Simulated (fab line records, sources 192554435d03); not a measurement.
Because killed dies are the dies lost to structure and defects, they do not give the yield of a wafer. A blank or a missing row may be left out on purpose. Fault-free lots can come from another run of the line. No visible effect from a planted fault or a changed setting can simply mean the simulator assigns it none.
Check for tools in common	flow n5-finfet	Lots sampled 8, wafers sampled 24

WHAT PROMPTED THE OPENING
At N5_MOL_CONTACT_COAG_CD_MEAS_08 the reading cd-nm is flagged on 2 of 8 lots. Fault-free wafers read 28.09 nm, with a standard deviation of 0.25.
Rule: a lot gets a flag if all its wafers with a number sit over 4 standard deviations from that mean, or if no wafer of it has a number. The other lots count as sound.

lot	measured	on	cd-nm (nm), wafer by wafer	flag
L401	day 5 16:31	cd-sem-02	27.69 27.50 27.64	
L405	day 6 16:01	cd-sem-01	28.04 28.33 28.04	
L406	day 6 23:19	cd-sem-03	28.02 28.25 28.06	
L412	day 8 11:17	cd-sem-02	25.37 25.56 25.67	FLAGGED
L413	day 8 18:44	cd-sem-03	25.80 26.28 26.53	FLAGGED
L415	day 9 05:02	cd-sem-02	28.22 28.47 28.53	
L416	day 9 09:40	cd-sem-01	28.01 28.01 28.31	
L420	day 10 08:21	cd-sem-02	28.07 28.24 28.29	
Average over the flagged lots: 25.87 nm; offset from the usual -2.22 nm, equal to -9 standard deviations.

EACH LOT AND THE TOOL IT RAN ON
2 process steps preceding the reading are held in the record, out of 1938 steps in the route. Every cell lists first the tool, next ch and the chambers used by the sampled wafers, and last the start.
lot	flag	N5_GATE_CUT_VAPOR_ETCH_48	N5_MOL_CONTACT_COAG_EXPOSE_05
L401		rie-metal-01 ch 0,1, day 5 13:13	euv-scanner-02 ch 0, day 5 16:23
L405		rie-metal-02 ch 0,1, day 6 12:56	euv-scanner-02 ch 0, day 6 15:54
L406		rie-metal-01 ch 1, day 6 20:14	euv-scanner-02 ch 0, day 6 23:12
L412	FLAGGED	rie-metal-01 ch 0,1, day 8 08:11	euv-scanner-02 ch 0, day 8 11:10
L413	FLAGGED	rie-metal-01 ch 0,1, day 8 14:23	euv-scanner-02 ch 0, day 8 18:37
L415		rie-metal-03 ch 0,1, day 9 01:56	euv-scanner-01 ch 0, day 9 04:55
L416		rie-metal-02 ch 0,1, day 9 06:16	euv-scanner-01 ch 0, day 9 09:32
L420		rie-metal-01 ch 0,1, day 10 05:08	euv-scanner-01 ch 0, day 10 08:14
What is done by these steps:
- N5_GATE_CUT_VAPOR_ETCH_48: etches TiN in BCl3/Cl2.
- N5_MOL_CONTACT_COAG_EXPOSE_05: exposes mask CA, defocus 0 nm.
- N5_MOL_CONTACT_COAG_CD_MEAS_08: target cd 28 nm.

FLAGGED AGAINST TOTAL, ONE TOOL AT A TIME (gauges that did the reading follow at the end)
step	tool	lots run	flagged	share of the flagged lots	sound lots run after its first flagged lot
N5_GATE_CUT_VAPOR_ETCH_48	rie-metal-01	5	2	all	1 (L420)
N5_GATE_CUT_VAPOR_ETCH_48	rie-metal-02	2	0	none	-
N5_GATE_CUT_VAPOR_ETCH_48	rie-metal-03	1	0	none	-
N5_MOL_CONTACT_COAG_EXPOSE_05	euv-scanner-01	3	0	none	-
N5_MOL_CONTACT_COAG_EXPOSE_05	euv-scanner-02	5	2	all	0
N5_MOL_CONTACT_COAG_CD_MEAS_08	cd-sem-01	2	0	none	-
N5_MOL_CONTACT_COAG_CD_MEAS_08	cd-sem-02	4	1	some	2 (L415,L420)
N5_MOL_CONTACT_COAG_CD_MEAS_08	cd-sem-03	2	1	some	0

WHAT THE TABLE ALLOWS
Rows of the table that ran all the flagged lots, 2 in number: rie-metal-01 at N5_GATE_CUT_VAPOR_ETCH_48; euv-scanner-02 at N5_MOL_CONTACT_COAG_EXPOSE_05.
- rie-metal-01 at N5_GATE_CUT_VAPOR_ETCH_48 ran 5 lots, 2 of them flagged. After the first flagged lot (L420), sound lots still ran on it; a lasting fault on the whole tool would not permit that.
- euv-scanner-02 at N5_MOL_CONTACT_COAG_EXPOSE_05 ran 5 lots, 2 of them flagged. It ran its last sound lot, L406, at day 6 23:12 and its first flagged lot, L412, at day 8 11:10: a fault with its onset between the two fits. Its own readings lie more than 4 standard deviations out on every wafer of the flagged lots: exposure-dose-mJ-cm2.
What remains is a single tool, euv-scanner-02 at N5_MOL_CONTACT_COAG_EXPOSE_05.

WHAT THE SIMULATOR PUT IN
Drift in process parameters on euv-scanner-02 at N5_MOL_CONTACT_COAG_EXPOSE_05, starting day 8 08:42. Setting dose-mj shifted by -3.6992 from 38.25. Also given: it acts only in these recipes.
Shown lots that were struck: L412, L413. The rule given above showed the same thing.
